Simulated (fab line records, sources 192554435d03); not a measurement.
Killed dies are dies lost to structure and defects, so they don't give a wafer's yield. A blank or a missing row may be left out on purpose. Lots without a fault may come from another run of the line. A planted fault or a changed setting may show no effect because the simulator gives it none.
Chamber matching | flow n5_finfet | N5_BEOL_M0_SAQP_SPACER2_ALD_26 on ald_sin-01: 4 sister chambers
The step deposits SiO2, target thk 15 nm, pulse time 1 s, purge time 2 s. 8 wafers are shown with their chamber, then 11 later ones without.

WAFERS WITH THEIR CHAMBER
wafer  | chamber | heater_power_w (W) | precursor_pulse_height_rel
L084.2 | 2       | 414                | 0.975
L084.5 | 0       | 427                | 0.989
L085.3 | 3       | 478                | 1.000
L085.4 | 2       | 418                | 1.028
L086.2 | 1       | 501                | 0.942
L086.3 | 3       | 474                | 1.017
L086.4 | 0       | 431                | 1.014
L088.1 | 1       | 510                | 0.993

WAFERS WITHOUT THEIR CHAMBER
wafer  | heater_power_w (W) | precursor_pulse_height_rel
L088.2 | 424                | 1.045
L088.4 | 472                | 0.996
L090.2 | 433                | 1.029
L090.3 | 414                | 0.976
L090.6 | 432                | 1.010
L093.3 | 412                | 1.010
L093.4 | 431                | 0.972
L093.5 | 418                | 1.024
L096.2 | 507                | 0.973
L096.3 | 469                | 1.028
L096.6 | 478                | 0.996

WHICH CHAMBER EACH WENT THROUGH
wafer  | from the rows above     | in truth
L088.2 | can't be placed: 0 or 2 | 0
L088.4 | 3                       | 3
L090.2 | 0                       | 0
L090.3 | 2                       | 2
L090.6 | 0                       | 0
L093.3 | 2                       | 2
L093.4 | 0                       | 0
L093.5 | can't be placed: 2 or 0 | 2
L096.2 | 1                       | 1
L096.3 | 3                       | 3
L096.6 | 3                       | 3
Placed correctly: 9 of 11. Can't be placed from these rows: 2 (the true chamber is among the candidates in 2). Placed wrongly: 0.
How it was worked out, from the rows above alone: a wafer's distance from a chamber is the root of the sum, over the readings, of the square of ((its reading less the chamber's mean) divided by the reading's scatter). The wafer belongs to the nearest chamber; if the next one is less than 2 further off, it can't be placed. A chamber's mean is the mean of its shown wafers. The scatter: the root of (the sum of the squares of (reading less its chamber's mean) over the shown wafers, divided by (wafers less chambers)).
